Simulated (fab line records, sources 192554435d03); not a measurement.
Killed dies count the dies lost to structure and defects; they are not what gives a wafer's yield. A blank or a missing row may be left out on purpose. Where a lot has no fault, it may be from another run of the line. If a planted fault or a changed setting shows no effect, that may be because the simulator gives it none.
Which tool was responsible? / flow n5Finfet / 18 lots, 54 wafers sampled, at 2 steps of a route of 1938

## WHAT THE GAUGES SHOWED, per wafer
N5_BEOL_M0_SAQP_INSPECT_42: inspects for defects (brightfield).
lot=L075; measured=day 6 07:17; on=defectInspect-02; rawDefectCount=312 337 204
lot=L077; measured=day 6 11:05; on=defectInspect-01; rawDefectCount=241 214 195
lot=L076; measured=day 6 11:21; on=defectInspect-02; rawDefectCount=118 175 229
lot=L078; measured=day 6 17:38; on=defectInspect-02; rawDefectCount=311 329 220
lot=L079; measured=day 7 02:07; on=defectInspect-01; rawDefectCount=368 279 226
lot=L080; measured=day 7 05:41; on=defectInspect-02; rawDefectCount=326 223 222
lot=L081; measured=day 7 12:41; on=defectInspect-02; rawDefectCount=177 183 227
lot=L083; measured=day 8 03:36; on=defectInspect-01; rawDefectCount=194 209 240
lot=L084; measured=day 8 10:16; on=defectInspect-01; rawDefectCount=247 250 310
lot=L085; measured=day 8 21:01; on=defectInspect-02; rawDefectCount=308 472 330
lot=L086; measured=day 9 01:41; on=defectInspect-01; rawDefectCount=318 290 397
lot=L089; measured=day 9 13:37; on=defectInspect-02; rawDefectCount=316 442 342
lot=L090; measured=day 9 19:39; on=defectInspect-02; rawDefectCount=347 224 288
lot=L091; measured=day 9 22:26; on=defectInspect-01; rawDefectCount=318 321 307
lot=L092; measured=day 10 07:02; on=defectInspect-02; rawDefectCount=305 288 300
lot=L094; measured=day 10 22:43; on=defectInspect-02; rawDefectCount=302 208 288
lot=L095; measured=day 11 01:08; on=defectInspect-01; rawDefectCount=292 313 383
lot=L097; measured=day 11 13:07; on=defectInspect-02; rawDefectCount=531 265 410

## EACH LOT AND THE TOOL THAT RAN IT (in order: tool; ch and the chambers of the sampled wafers; start)
lot=L075; N5_BEOL_M0_SAQP_MANDREL2_REMOVE_110=rieSi-03 ch 1,2,3, day 6 06:46
lot=L077; N5_BEOL_M0_SAQP_MANDREL2_REMOVE_110=rieSi-06 ch 1,2,3, day 6 10:27
lot=L076; N5_BEOL_M0_SAQP_MANDREL2_REMOVE_110=rieSi-03 ch 0,2,3, day 6 10:43
lot=L078; N5_BEOL_M0_SAQP_MANDREL2_REMOVE_110=rieSi-06 ch 0,1,2, day 6 16:59
lot=L079; N5_BEOL_M0_SAQP_MANDREL2_REMOVE_110=rieSi-06 ch 0,2, day 7 01:36
lot=L080; N5_BEOL_M0_SAQP_MANDREL2_REMOVE_110=rieSi-02 ch 0,2, day 7 05:10
lot=L081; N5_BEOL_M0_SAQP_MANDREL2_REMOVE_110=rieSi-03 ch 0,2,3, day 7 12:10
lot=L083; N5_BEOL_M0_SAQP_MANDREL2_REMOVE_110=rieSi-06 ch 1,3, day 8 02:58
lot=L084; N5_BEOL_M0_SAQP_MANDREL2_REMOVE_110=rieSi-03 ch 2,3, day 8 09:38
lot=L085; N5_BEOL_M0_SAQP_MANDREL2_REMOVE_110=rieSi-03 ch 1,2,3, day 8 20:23
lot=L086; N5_BEOL_M0_SAQP_MANDREL2_REMOVE_110=rieSi-03 ch 0,2,3, day 9 01:09
lot=L089; N5_BEOL_M0_SAQP_MANDREL2_REMOVE_110=rieSi-03 ch 0,2,3, day 9 12:59
lot=L090; N5_BEOL_M0_SAQP_MANDREL2_REMOVE_110=rieSi-02 ch 0,3, day 9 19:01
lot=L091; N5_BEOL_M0_SAQP_MANDREL2_REMOVE_110=rieSi-06 ch 1,2,3, day 9 21:56
lot=L092; N5_BEOL_M0_SAQP_MANDREL2_REMOVE_110=rieSi-03 ch 0,3, day 10 06:32
lot=L094; N5_BEOL_M0_SAQP_MANDREL2_REMOVE_110=rieSi-06 ch 0,1,3, day 10 22:13
lot=L095; N5_BEOL_M0_SAQP_MANDREL2_REMOVE_110=rieSi-06 ch 0,1,3, day 11 00:30
lot=L097; N5_BEOL_M0_SAQP_MANDREL2_REMOVE_110=rieSi-02 ch 0,1, day 11 12:36
- N5_BEOL_M0_SAQP_MANDREL2_REMOVE_110: chemistry HBr/Cl2/O2, target a-Si, stops on SiCN, bt time 10 s.

## AS READ BY THE TOOLS THEMSELVES (means over the sampled wafers that have a number; for cases with no such wafer, the mark the record gives instead)
N5_BEOL_M0_SAQP_MANDREL2_REMOVE_110.
lot=L075; tool=rieSi-03; biasW (W)=29.99; drypumpMotorCurrentA (A)=5.3; oesProductAu (a.u.)=1.015; throttleValvePct (%)=36.6
lot=L077; tool=rieSi-06; biasW (W)=30.07; drypumpMotorCurrentA (A)=5.9; oesProductAu (a.u.)=0.995; throttleValvePct (%)=36.8
lot=L076; tool=rieSi-03; biasW (W)=30.06; drypumpMotorCurrentA (A)=5.2; oesProductAu (a.u.)=1.001; throttleValvePct (%)=36.8
lot=L078; tool=rieSi-06; biasW (W)=30.03; drypumpMotorCurrentA (A)=5.5; oesProductAu (a.u.)=0.990; throttleValvePct (%)=36.8
lot=L079; tool=rieSi-06; biasW (W)=29.99; drypumpMotorCurrentA (A)=5.5; oesProductAu (a.u.)=0.993; throttleValvePct (%)=36.8
lot=L080; tool=rieSi-02; biasW (W)=29.95; drypumpMotorCurrentA (A)=5.9; oesProductAu (a.u.)=1.017; throttleValvePct (%)=36.6
lot=L081; tool=rieSi-03; biasW (W)=30.12; drypumpMotorCurrentA (A)=5.2; oesProductAu (a.u.)=1.008; throttleValvePct (%)=36.8
lot=L083; tool=rieSi-06; biasW (W)=30.04; drypumpMotorCurrentA (A)=5.9; oesProductAu (a.u.)=0.994; throttleValvePct (%)=37.2
lot=L084; tool=rieSi-03; biasW (W)=29.93; drypumpMotorCurrentA (A)=5.3; oesProductAu (a.u.)=1.012; throttleValvePct (%)=36.6
lot=L085; tool=rieSi-03; biasW (W)=30.02; drypumpMotorCurrentA (A)=5.3; oesProductAu (a.u.)=1.004; throttleValvePct (%)=36.6
lot=L086; tool=rieSi-03; biasW (W)=29.95; drypumpMotorCurrentA (A)=5.3; oesProductAu (a.u.)=0.996; throttleValvePct (%)=36.8
lot=L089; tool=rieSi-03; biasW (W)=29.97; drypumpMotorCurrentA (A)=5.3; oesProductAu (a.u.)=1.011; throttleValvePct (%)=36.8
lot=L090; tool=rieSi-02; biasW (W)=30.12; drypumpMotorCurrentA (A)=5.5; oesProductAu (a.u.)=1.022; throttleValvePct (%)=36.7
lot=L091; tool=rieSi-06; biasW (W)=30.05; drypumpMotorCurrentA (A)=5.9; oesProductAu (a.u.)=0.988; throttleValvePct (%)=36.8
lot=L092; tool=rieSi-03; biasW (W)=29.85; drypumpMotorCurrentA (A)=5.4; oesProductAu (a.u.)=1.007; throttleValvePct (%)=36.8
lot=L094; tool=rieSi-06; biasW (W)=29.92; drypumpMotorCurrentA (A)=5.8; oesProductAu (a.u.)=0.996; throttleValvePct (%)=37.1
lot=L095; tool=rieSi-06; biasW (W)=30.02; drypumpMotorCurrentA (A)=5.8; oesProductAu (a.u.)=0.996; throttleValvePct (%)=37.1
lot=L097; tool=rieSi-02; biasW (W)=29.94; drypumpMotorCurrentA (A)=5.6; oesProductAu (a.u.)=1.013; throttleValvePct (%)=36.5

## THE ANSWER, worked out from the rows above alone
Rule: what is usual is taken from the lots themselves. Put in order of their means at a reading, lots are off if they are a third of the lots or fewer, leave a main group of 4 or more, and stand apart from it by a gap of 3 or more times the standard deviation of the main group's means; of several such gaps the widest counts. A main group whose means are all the same, to the digits that the tables above print for the reading, isn't used. Also off: a lot with no number at a reading for which 4 or more lots have one. Where the step has rows for the other lots, those lots are counted as sound. After the gauges, taken in route order, come the tools' own readings; for these a lot's mean is taken, as printed above. The first step at which some lot is off is used, and at that step the reading that is off furthest; a lot without a number counts as furthest.
No lot is off at any reading shown: from this, nothing can be told.

## WHAT HAD BEEN PUT IN BY THE SIMULATOR
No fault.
